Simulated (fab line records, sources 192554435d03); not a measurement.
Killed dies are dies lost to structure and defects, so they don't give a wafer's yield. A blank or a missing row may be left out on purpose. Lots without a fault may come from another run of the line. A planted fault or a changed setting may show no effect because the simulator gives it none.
fab line records | flow n5_finfet
record lots=8 wafers=24 last_day=19
route steps=1938 shown BEOL_M4@1038 PASSIVATION@1936
lots that met no fault: from a run of the same line without faults
start_h: hours from the record's first day to the start of the lot's first wafer shown | wait_h: hours since the lot's step before | " the same as in the row above | L1.1+2: a row that stands for several wafers | - no value, or no start given | * or withheld: withheld | < > ~ a bound
route shown NAME@n: a module of which the file shows steps, and the number in the route of the first | usual: mean/standard deviation of fault-free wafers | same: alike in all rows | chamber/n: place in a boat | sites: the reading at each site | _std_site: their standard deviation | _edge_site: outer sites' mean less inner sites' | radius_mm: how far each site lies from the wafer's centre | mask NAME#n: copy n | behind: the tool/chamber that last shaped the wafer | hold: why the lot was held/for how many hours/how that ended | device: the transistor (n, p or np) that didn't switch | end of line: the same wafers' tests at the end of the route | a step without rows: its recipe alone | killed: dies lost to structure and defects at the first sort, not the wafer's yield | map: a wafer's dies, x killed, . not, _ none there
set.NAME: the setting as run; set.NAME@STEP: as run at that earlier step | model.NAME: the simulator's own value behind a step, which no gauge read
steps of the route over a sample of lots; a table a step, a row a wafer
services: from which hour (start_h, from the record's first day; less than 0 if before it) a tool's chamber was out of use, for how many hours, and why
## steps
# step N5_BEOL_M4_ETCH_74
# recipe chemistry=N2/H2 target=underlayer target_depth_a=65 mask_material=CAR-EUV time_s=5.2 ion_energy_ev=200 pressure_mtorr=30 source_w=840 bias_w=150 n2_flow_sccm=200 h2_flow_sccm=200 ends=cleared
# usual bias_w=150.0/0.45 drypump_motor_current_A=5.8/0.37 etch_rf_on_time_s=5.19/0.07 h2_flow_sccm=200.0/0.62 oes_product_au=0.68/0.069 rf_vpp_V=525/3.8 showerhead_plenum_p_Torr=2.58/0.12 throttle_valve_pct=17.81/0.17
# columns lot.wafer tool chamber start_h wait_h bias_w drypump_motor_current_A etch_rf_on_time_s h2_flow_sccm oes_product_au rf_hours_counter_h rf_vpp_V showerhead_plenum_p_Torr throttle_valve_pct
L273.1 rie_diel-02 2 174.11 0.0 149.3 6.4 5.22 199.3 0.57 242 522 2.51 18.13
L273.4 " 0 " " 149.8 5.3 5.16 200.3 0.72 35 529 2.70 17.61
L273.5 " 0 " " 148.9 5.3 5.20 199.3 0.73 - 528 2.70 17.57
L276.2 rie_diel-02 3 184.34 0.0 149.1 5.9 5.31 199.5 0.61 188 526 2.64 17.78
L276.5 " 3 " " 149.8 5.9 5.31 200.0 0.63 - 529 2.64 17.76
L276.6 " 2 " " 150.3 6.4 5.22 199.3 0.57 - 523 2.51 18.16
L277.3 rie_diel-05 3 188.07 0.0 151.1 6.3 5.22 200.7 0.59 241 526 2.62 18.14
L277.4 " 0 " " 149.5 5.5 5.18 199.2 0.64 167 528 2.64 17.69
L277.6 " 0 " " 150.2 5.5 5.18 200.2 0.65 - 525 2.64 17.68
L281.1 rie_diel-05 1 235.80 0.0 149.9 5.4 5.32 200.7 0.63 156 518 2.34 18.06
L281.3 " 2 " " 150.0 5.9 5.17 199.9 0.75 31 529 2.71 17.71
L281.5 " 0 " " 150.6 5.5 5.22 201.6 0.63 - 523 2.63 17.71
L285.1 rie_diel-05 2 251.36 0.0 150.8 5.8 5.11 200.5 0.73 37 529 2.70 17.70
L285.5 " 1 " " 149.9 5.4 5.21 199.3 0.63 - 517 2.33 18.04
L285.6 " 2 " " 150.0 5.8 5.14 200.5 0.75 - 530 2.70 17.72
L287.1 rie_diel-05 2 264.23 0.0 150.2 5.8 5.18 200.3 0.75 41 528 2.70 17.72
L287.2 " 0 " " 150.5 5.5 5.19 200.1 0.62 192 528 2.63 17.70
L287.5 " 2 " " 150.2 5.8 5.20 200.5 0.73 - 531 2.70 17.71
L293.2 rie_diel-04 1 301.71 0.0 149.5 6.1 5.05 200.3 0.84 4 530 2.71 17.36
L293.5 " 3 " " 150.0 6.0 5.09 199.5 0.61 - 525 2.50 17.89
L293.6 " 0 " " 150.4 6.4 5.13 200.3 0.71 - 528 2.67 17.66
L295.2 rie_diel-02 1 313.09 0.0 150.4 5.5 5.22 199.6 0.65 132 529 2.65 17.83
L295.4 " 2 " " 149.2 6.4 5.16 201.7 0.76 34 522 2.49 17.75
L295.6 " 3 " " 149.5 5.9 5.36 199.2 0.59 - 527 2.62 17.85
# step N5_BEOL_M4_EXPOSE_25
# recipe mask_id=V3 na=0.33 source_shape=quasar sigma_inner=0.2 sigma_outer=0.8 polarization=unpolarized defocus_nm=5 dose_mj=63
# same na=0.33
# columns lot.wafer tool chamber start_h wait_h mask
L273.1+4+5 euv_scanner-01 0 174.77 - V3#0
L276.2+5+6 euv_scanner-02 0 185.05 - V3#0
L277.3+4+6 euv_scanner-01 0 188.79 - V3#0
L281.1+3+5 euv_scanner-01 0 236.50 - V3#0
L285.1+5+6 euv_scanner-01 0 252.12 - V3#0
L287.1+2+5 euv_scanner-02 0 264.92 - V3#0
L293.2+5+6 euv_scanner-02 0 302.49 - V3#0
L295.2+4+6 euv_scanner-02 0 313.67 - V3#0
# step N5_BEOL_M4_OVL_MEAS_29
# recipe points_per_wafer=522
# usual V3_OVL=0.7/0.67
# columns lot.wafer tool chamber start_h wait_h V3_OVL[nm]
L273.1 overlay-01 0 174.95 0.0 0.8
L273.4 " 0 " " 1.4
L273.5 " 0 " " 0.8
L276.2 overlay-02 0 185.23 0.0 -0.6
L276.5 " 0 " " 0.2
L276.6 " 0 " " 0.1
L277.3 overlay-02 0 188.95 0.0 1.0
L277.4 " 0 " " 0.9
L277.6 " 0 " " 0.5
L281.1 overlay-01 0 236.68 0.0 11.7
L281.3 " 0 " " 11.9
L281.5 " 0 " " 11.3
L285.1 overlay-01 0 252.30 0.0 11.3
L285.5 " 0 " " 11.1
L285.6 " 0 " " 12.3
L287.1 overlay-02 0 265.10 0.0 0.9
L287.2 " 0 " " 0.3
L287.5 " 0 " " 1.6
L293.2 overlay-02 0 302.66 0.0 0.4
L293.5 " 0 " " -0.1
L293.6 " 0 " " 0.9
L295.2 overlay-01 0 313.84 0.0 0.0
L295.4 " 0 " " -0.1
L295.6 " 0 " " 0.5
# step N5_BEOL_M4_ETCHBACK_99
# recipe chemistry=CHF3 target=SiO2 target_depth_a=50 time_s=10.4 source_w=215 bias_w=47 Ar_flow_sccm=200 CHF3_flow_sccm=12 ion_energy_ev=100 pressure_mtorr=30
# usual CHF3_flow_sccm=12.00/0.037 bias_w=47.00/0.13 drypump_motor_current_A=5.9/0.37 oes_product_au=0.79/0.079 rf_vpp_V=241.6/1.9 showerhead_plenum_p_Torr=2.18/0.1 throttle_valve_pct=17.00/0.16
# columns lot.wafer tool chamber start_h wait_h CHF3_flow_sccm bias_w drypump_motor_current_A oes_product_au rf_hours_counter_h rf_vpp_V showerhead_plenum_p_Torr throttle_valve_pct
L273.1 rie_diel-02 1 181.48 5.2 11.97 46.91 5.5 0.81 82 242.7 2.28 17.03
L273.4 " 2 " " 12.03 47.03 6.4 0.67 246 242.6 2.11 17.24
L273.5 " 2 " " 11.99 46.77 6.4 0.67 - 244.1 2.11 17.23
L277.3 rie_diel-02 3 203.43 14.0 12.00 46.83 5.9 0.73 196 241.4 2.21 16.87
L277.4 " 3 " " 12.06 46.91 5.9 0.72 - 241.4 2.21 16.87
L277.6 " 1 " " 12.00 46.82 5.5 0.80 - 243.7 2.27 17.05
L276.2 rie_diel-05 1 208.03 22.5 12.01 47.02 5.4 0.75 146 240.9 1.98 17.23
L276.5 " 2 " " 12.00 46.89 5.8 0.89 - 243.8 2.30 16.94
L276.6 " 1 " " 12.03 47.04 5.4 0.75 - 241.4 1.98 17.23
L281.1 rie_diel-02 1 262.55 25.6 12.05 47.14 5.5 0.78 114 243.4 2.27 17.09
L281.3 " 0 " " 12.05 47.04 5.3 0.82 68 240.6 2.27 16.83
L281.5 " 0 " " 12.02 47.06 5.3 0.81 - 239.9 2.27 16.81
L285.1 rie_diel-04 1 270.45 17.9 11.95 46.99 6.1 0.70 247 236.0 2.03 17.02
L285.5 " 2 " " 11.99 46.92 6.1 0.82 - 238.8 2.09 17.25
L285.6 " 3 " " 11.98 46.96 6.0 0.71 - 242.5 2.11 17.02
L287.1 rie_diel-04 0 273.74 8.1 11.97 47.12 6.4 0.84 79 241.3 2.27 16.84
L287.2 " 2 " " 11.97 47.01 6.1 0.82 92 240.8 2.08 17.24
L287.5 " 2 " " 12.01 47.00 6.1 0.82 - 241.2 2.08 17.26
L293.2 rie_diel-02 3 308.78 5.9 11.97 46.87 5.9 0.70 232 239.6 2.20 16.95
L293.5 " 3 " " 11.98 46.94 5.9 0.70 - 238.8 2.20 16.95
L293.6 " 2 " " 11.97 46.99 6.4 0.91 - 243.7 2.10 16.84
L295.2 rie_diel-05 0 329.20 15.0 12.02 46.97 5.6 0.71 211 243.2 2.21 16.98
L295.4 " 3 " " 12.02 46.89 6.3 0.88 29 239.2 2.19 16.90
L295.6 " 2 " " 11.95 46.94 5.8 0.83 - 244.0 2.28 17.04
# step N5_BEOL_M4_ETCH_70
# recipe chemistry=N2/H2 target=SOC target_depth_a=800 overetch_a=240 mask_material=SiARC temp_c=40 time_s=130 ion_energy_ev=200 pressure_mtorr=30 source_w=840 bias_w=150 n2_flow_sccm=200 h2_flow_sccm=200
# usual bias_w=150.0/0.47 drypump_motor_current_A=5.9/0.37 h2_flow_sccm=200.0/0.67 oes_product_au=0.58/0.055 rf_vpp_V=525/3.3 showerhead_plenum_p_Torr=2.58/0.12 throttle_valve_pct=17.77/0.16
# columns lot.wafer tool chamber start_h wait_h bias_w drypump_motor_current_A h2_flow_sccm oes_product_au rf_hours_counter_h rf_vpp_V showerhead_plenum_p_Torr throttle_valve_pct
L273.1 rie_diel-02 1 181.52 0.0 150.7 5.5 200.8 0.60 82 527 2.68 17.66
L273.4 " 2 " " 150.0 6.4 199.9 0.50 246 523 2.51 18.12
L273.5 " 2 " " 150.4 6.4 199.0 0.49 - 522 2.51 18.10
L277.3 rie_diel-02 3 203.46 0.0 150.0 5.9 199.1 0.54 196 526 2.63 17.73
L277.4 " 3 " " 150.6 5.9 199.7 0.53 - 525 2.63 17.75
L277.6 " 1 " " 149.8 5.5 199.3 0.59 - 528 2.67 17.69
L276.2 rie_diel-05 1 208.07 0.0 149.8 5.4 199.1 0.55 146 519 2.34 18.00
L276.5 " 2 " " 150.0 5.8 200.3 0.66 - 528 2.71 17.64
L276.6 " 1 " " 150.1 5.4 200.5 0.55 - 519 2.34 18.00
L281.1 rie_diel-02 1 262.59 0.0 149.7 5.5 199.1 0.58 114 528 2.66 17.72
L281.3 " 0 " " 151.1 5.3 199.7 0.59 68 529 2.69 17.58
L281.5 " 0 " " 150.2 5.3 199.3 0.60 - 529 2.69 17.61
L285.1 rie_diel-04 1 270.48 0.0 150.2 6.1 200.7 0.52 247 521 2.39 17.75
L285.5 " 2 " " 149.8 6.1 200.2 0.60 - 520 2.46 18.02
L285.6 " 3 " " 150.1 6.0 199.7 0.52 - 522 2.51 17.81
L287.1 rie_diel-04 0 273.78 0.0 149.9 6.4 200.2 0.62 79 528 2.68 17.60
L287.2 " 2 " " 149.9 6.1 200.6 0.60 93 522 2.46 18.00
L287.5 " 2 " " 150.2 6.1 199.1 0.60 - 520 2.46 18.01
L293.2 rie_diel-02 3 308.81 0.0 149.8 5.9 200.1 0.53 232 525 2.62 17.82
L293.5 " 3 " " 150.6 5.9 199.3 0.52 - 526 2.62 17.83
L293.6 " 2 " " 150.0 6.4 201.0 0.65 - 523 2.49 17.73
L295.2 rie_diel-05 0 329.23 0.0 149.9 5.5 199.6 0.53 211 526 2.62 17.71
L295.4 " 3 " " 149.9 6.3 200.3 0.64 29 525 2.60 17.72
L295.6 " 2 " " 150.0 5.8 201.2 0.61 - 528 2.69 17.72
# step N5_BEOL_M4_RC_MEAS_101
# usual DIBL_N=35.9/1.3 DIBL_P=35.9/1.5 IOFF_N=0.152/0.023 IOFF_P=0.204/0.027 ION_N=673/9.2 ION_P=462/6.7 SS_N=71.4/0.48 SS_P=73.2/0.55 VT_N=250.3/2.6 VT_P=-250.6/3
# columns lot.wafer tool chamber start_h wait_h DIBL_N[mV/V] DIBL_P[mV/V] IOFF_N[nA/um] IOFF_P[nA/um] ION_N[uA/um] ION_P[uA/um] SS_N[mV/dec] SS_P[mV/dec] VT_N[mV] VT_P[mV]
L273.1 prober-01 0 186.74 0.0 35.9 36.2 0.177 0.208 682 458 71.3 73.9 246.9 -250.4
L273.4 " 0 " " 35.3 35.8 0.163 0.198 679 459 71.8 73.7 248.9 -251.5
L273.5 " 0 " " 34.9 36.1 0.159 0.204 676 464 70.8 73.1 248.7 -252.7
L277.3 prober-01 0 208.75 0.3 36.4 35.8 0.154 0.200 679 463 72.0 73.5 249.3 -250.5
L277.4 " 0 " " 37.3 37.5 0.167 0.220 662 460 71.9 74.8 248.3 -250.0
L277.6 " 0 " " 35.5 35.5 0.135 0.189 666 463 71.7 72.9 249.8 -253.4
L276.2 prober-01 0 213.20 0.2 36.6 36.6 0.135 0.175 670 456 71.2 72.8 253.0 -253.4
L276.5 " 0 " " 35.3 34.7 0.122 0.159 676 453 70.6 72.6 253.1 -254.0
L276.6 " 0 " " 37.3 38.1 0.162 0.214 685 469 71.8 73.6 251.9 -250.3
L281.1 prober-02 0 267.07 0.0 35.7 35.5 0.134 0.188 669 455 71.1 72.7 249.5 -249.6
L281.3 " 0 " " 35.0 35.2 0.127 0.198 665 460 70.7 72.8 251.2 -248.8
L281.5 " 0 " " 35.9 36.2 0.143 0.209 681 461 71.7 73.8 248.9 -248.1
L285.1 prober-02 0 274.88 0.0 36.3 33.9 0.147 0.227 669 472 71.5 72.4 248.6 -244.2
L285.5 " 0 " " 36.9 34.5 0.148 0.227 678 467 71.1 73.4 251.3 -247.5
L285.6 " 0 " " 38.0 36.4 0.184 0.275 692 477 71.6 73.6 247.6 -243.5
L287.1 prober-02 0 278.09 0.0 37.4 34.7 0.139 0.161 679 457 71.0 72.6 251.0 -255.2
L287.2 " 0 " " 39.0 36.7 0.163 0.193 689 463 71.4 73.7 248.7 -253.3
L287.5 " 0 " " 36.4 33.5 0.121 0.149 669 452 71.3 72.6 252.4 -252.7
L293.2 prober-02 0 313.59 0.2 35.1 35.8 0.128 0.167 669 455 71.1 73.3 255.3 -254.2
L293.5 " 0 " " 35.0 36.8 0.132 0.175 668 454 71.7 73.4 253.2 -253.3
L293.6 " 0 " " 35.1 36.6 0.138 0.171 672 456 71.8 73.2 252.9 -257.5
L295.2 prober-02 0 334.79 0.2 35.3 34.3 0.134 0.219 657 466 71.6 73.2 252.8 -247.0
L295.4 " 0 " " 35.2 34.4 0.130 0.216 667 471 71.4 72.1 249.9 -247.9
L295.6 " 0 " " 35.9 35.3 0.146 0.240 678 477 71.1 73.7 251.0 -244.7
# step N5_PASSIVATION_PROBE_49
# usual defect_limited_yield=91.0/1.5 killed_at_M0_to_M3=37/12 killed_at_M4_up=13/5 killed_at_contacts=13/6.1 killed_at_front_end=39/11 killed_at_other=4/3.2 killed_dies=106/17 killed_on_rim=13/4.2 killed_open=69/12 killed_short=35/7.9 sort_bin_5_function=5.3/1 sort_bin_6_memory=3.3/0.68 sort_n_pass=1074/17 sort_yield_pct=91.0/1.5
# same gross_dies=1180 killed_at_back_side=0 sort_bin_4_leakage[%]=0 sort_bin_8_speed[%]=0
# columns lot.wafer tool chamber start_h wait_h defect_limited_yield[%] killed_at_M0_to_M3 killed_at_M4_up killed_at_contacts killed_at_front_end killed_at_other killed_dies killed_on_rim killed_open killed_short sort_bin_5_function[%] sort_bin_6_memory[%] sort_n_pass sort_yield_pct[%]
L281.1 prober-02 - 374.89 0.0 32.7 40 689 14 48 3 794 104 75 34 35.5 3.1 386 32.7
L281.3 prober-02 - 374.99 0.1 31.5 45 689 12 52 10 808 97 70 51 35.8 3.1 372 31.5
L281.5 prober-02 - 375.09 0.2 40.8 46 605 9 28 11 699 101 61 46 31.4 3.4 481 40.8
L287.1 prober-01 - 390.37 0.0 88.6 56 16 8 45 9 134 22 79 52 7.0 3.7 1046 88.6
L287.2 prober-01 - 390.42 0.1 91.0 34 16 14 35 7 106 13 65 39 5.2 3.6 1074 91.0
L287.5 prober-01 - 390.57 0.2 91.1 37 14 10 38 6 105 19 63 39 5.1 3.5 1075 91.1
L285.1 prober-02 - 390.77 0.0 40.3 48 594 12 50 1 705 96 83 33 30.3 3.5 475 40.3
L285.5 prober-02 - 390.97 0.2 36.0 48 659 10 38 0 755 93 72 31 32.6 4.2 425 36.0
L285.6 prober-02 - 391.02 0.3 22.3 46 822 17 31 1 917 124 80 35 40.0 4.2 263 22.3
L293.2 prober-02 - 426.34 0.1 89.3 40 16 22 45 3 126 11 100 25 6.8 3.9 1054 89.3
L293.5 prober-02 - 426.49 0.2 91.8 32 13 21 29 2 97 13 71 23 5.0 3.1 1083 91.8
L293.6 prober-02 - 426.54 0.3 92.4 31 6 19 33 1 90 4 59 31 4.7 2.8 1090 92.4
L295.2 prober-01 - 449.85 0.1 90.1 47 10 22 34 4 117 15 80 35 5.8 4.0 1063 90.1
L295.4 prober-01 - 449.95 0.2 93.2 14 15 17 30 4 80 15 52 26 3.7 2.7 1100 93.2
L295.6 prober-01 - 450.05 0.3 91.9 29 12 21 30 4 96 11 69 25 5.0 2.9 1084 91.9
# killed by level:class
L281.1 BEOL_M4:overlay=683 FIN_SAQP:geometric_particle:open=12 MOL_CONTACT_COAG:geometric_particle:open=12 BEOL_M0_SAQP:geometric_particle:short=10 BEOL_M3:geometric_particle:open=9 STI_FIN_REVEAL:geometric_particle:open=8 BEOL_M2:geometric_particle:open=7 FIN_SAQP:geometric_particle:short=5
L281.3 BEOL_M4:overlay=677 BEOL_M0_SAQP:geometric_particle:short=9 BEOL_M3:geometric_particle:open=8 HKMG_FIN:area_etch=8 FIN_SAQP:geometric_particle:short=7 BEOL_M0_SAQP:geometric_particle:open=7 BEOL_M1:geometric_particle:open=7 FIN_SAQP:geometric_particle:open=6
L281.5 BEOL_M4:overlay=590 BEOL_M0_SAQP:geometric_particle:short=11 BEOL_M3:geometric_particle:open=10 BEOL_M0_SAQP:geometric_particle:open=8 MOL_CONTACT_COAG:geometric_particle:open=7 BEOL_M4:geometric_particle:open=6 PASS1_DEP:geometric_particle:short=5 BEOL_M2:geometric_particle:short=5
L287.1 FIN_SAQP:geometric_particle:open=14 BEOL_M2:geometric_particle:open=14 BEOL_M0_SAQP:geometric_particle:short=13 FIN_SAQP:geometric_particle:short=9 BEOL_M0_SAQP:geometric_particle:open=9 BEOL_M3:geometric_particle:open=8 STI_FIN_REVEAL:geometric_particle:open=5 BEOL_M0:geometric_particle:short=5
L287.2 MOL_CONTACT_COAG:geometric_particle:open=13 BEOL_M0_SAQP:geometric_particle:short=10 FIN_SAQP:geometric_particle:short=7 STI_FIN_REVEAL:geometric_particle:open=6 GATE_CUT:geometric_particle:short=6 BEOL_M1:geometric_particle:open=6 BEOL_M4:geometric_particle:open=6 ILD0:geometric_particle:open=5
L287.5 FIN_SAQP:geometric_particle:short=12 BEOL_M2:geometric_particle:open=11 MOL_CONTACT_COAG:geometric_particle:open=8 BEOL_M0_SAQP:geometric_particle:open=7 BEOL_M1:geometric_particle:open=7 FIN_SAQP:geometric_particle:open=5 GATE_CUT:geometric_particle:short=5 BEOL_M4:geometric_particle:short=4
L285.1 BEOL_M4:overlay=589 BEOL_M3:geometric_particle:open=19 FIN_SAQP:geometric_particle:open=13 STI_FIN_REVEAL:geometric_particle:open=10 BEOL_M0_SAQP:geometric_particle:open=10 MOL_CONTACT_COAG:geometric_particle:open=9 BEOL_M2:geometric_particle:open=8 FIN_SAQP:geometric_particle:short=7
L285.5 BEOL_M4:overlay=651 BEOL_M2:geometric_particle:open=15 BEOL_M3:geometric_particle:open=15 FIN_SAQP:geometric_particle:open=11 BEOL_M0_SAQP:geometric_particle:short=9 MOL_CONTACT_COAG:geometric_particle:open=8 FIN_SAQP:geometric_particle:short=5 BEOL_M5:geometric_particle:open=5
L285.6 BEOL_M4:overlay=802 MOL_CONTACT_COAG:geometric_particle:open=13 BEOL_M0_SAQP:geometric_particle:open=13 FIN_SAQP:geometric_particle:open=10 BEOL_M0_SAQP:geometric_particle:short=10 BEOL_M4:geometric_particle:open=9 BEOL_M2:geometric_particle:open=8 BEOL_M3:geometric_particle:open=6
L293.2 MOL_CONTACT_COAG:geometric_particle:open=19 FIN_SAQP:geometric_particle:open=16 STI_FIN_REVEAL:geometric_particle:open=12 BEOL_M2:geometric_particle:open=12 BEOL_M0_SAQP:geometric_particle:open=7 DUMMY_GATE:geometric_particle:open=5 BEOL_M1:geometric_particle:open=5 BEOL_M3:geometric_particle:open=5
L293.5 MOL_CONTACT_COAG:geometric_particle:open=19 FIN_SAQP:geometric_particle:open=9 BEOL_M2:geometric_particle:open=8 BEOL_M3:geometric_particle:open=6 GATE_CUT:geometric_particle:short=5 STI_FIN_REVEAL:geometric_particle:open=4 BEOL_M0_SAQP:geometric_particle:open=4 BEOL_M4:geometric_particle:open=4
L293.6 MOL_CONTACT_COAG:geometric_particle:open=15 FIN_SAQP:geometric_particle:open=10 BEOL_M2:geometric_particle:open=9 FIN_SAQP:geometric_particle:short=6 BEOL_M2:geometric_particle:short=6 BEOL_M0_SAQP:geometric_particle:short=5 BEOL_M0_SAQP:geometric_particle:open=5 GATE_CUT:geometric_particle:short=4
L295.2 MOL_CONTACT_COAG:geometric_particle:open=18 BEOL_M2:geometric_particle:open=18 FIN_SAQP:geometric_particle:short=14 DUMMY_GATE:geometric_particle:open=8 BEOL_M3:geometric_particle:open=7 BEOL_M0_SAQP:geometric_particle:open=6 BEOL_M0:geometric_particle:open=5 FIN_SAQP:geometric_particle:open=4
L295.4 MOL_CONTACT_COAG:geometric_particle:open=16 FIN_SAQP:geometric_particle:short=7 BEOL_M2:geometric_particle:open=5 FIN_SAQP:geometric_particle:open=4 BEOL_M6:geometric_particle:open=4 STI_FIN_REVEAL:geometric_particle:open=3 DUMMY_GATE:geometric_particle:short=3 GATE_CUT:geometric_particle:short=3
L295.6 MOL_CONTACT_COAG:geometric_particle:open=16 DUMMY_GATE:geometric_particle:open=12 BEOL_M2:geometric_particle:open=10 BEOL_M0:geometric_particle:short=5 BEOL_M3:geometric_particle:open=5 MOL_CONTACT_COAG:geometric_particle:short=4 BEOL_M4:geometric_particle:open=4 FIN_SAQP:geometric_particle:open=3
## services
# columns tool chamber start_h hours kind
euv_scanner-02 - 152.76 5.8 pm
euv_scanner-02 - 171.06 1.0 pm
euv_scanner-01 - 176.19 1.0 pm
euv_scanner-01 - 184.12 0.2 repair
rie_diel-02 2 193.76 - clean
rie_diel-02 2 193.76 - consumable_replace:focus_ring
rie_diel-02 2 193.76 21.7 scheduled_down
rie_diel-02 2 193.76 21.7 vent_cycle
euv_scanner-01 - 218.54 4.6 pm
rie_diel-05 3 226.36 1.8 repair
rie_diel-05 3 228.48 - clean
rie_diel-05 3 228.48 - consumable_replace:focus_ring
rie_diel-05 3 228.48 13.1 scheduled_down
rie_diel-05 3 228.48 13.1 vent_cycle
euv_scanner-02 - 228.92 1.0 pm
euv_scanner-01 - 232.30 1.0 pm
euv_scanner-02 - 256.19 0.9 repair
rie_diel-05 0 267.67 7.6 repair
rie_diel-04 1 277.22 - clean
euv_scanner-02 - 283.36 1.0 pm
euv_scanner-01 - 288.45 1.0 pm
euv_scanner-01 - 309.81 1.4 repair
euv_scanner-02 - 318.96 4.6 pm
rie_diel-02 3 321.37 8.5 repair
## key
first_sign step=N5_BEOL_M4_OVL_MEAS_29 reading=V3_OVL direction=up sigmas=16 usual=0.7 struck=11.6
effect step=N5_PASSIVATION_PROBE_49 reading=killed_at_M4_up direction=up sigmas=99+ usual=13 struck=676
more_kills_born_at N5_BEOL_M4_EXPOSE_25@euv_scanner-01=3992
met_at N5_BEOL_M4_EXPOSE_25
struck_lots L281,L285
not_acting_at N5_BEOL_M4_ETCH_74,N5_BEOL_M4_ETCHBACK_99,N5_BEOL_M4_ETCH_70
onset_between 188.79 236.50
fault kind=scanner_matching_overlay tool=euv_scanner-01 chamber=- onset_h=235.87 steps=N5_BEOL_M4_EXPOSE_25 offset=10.833
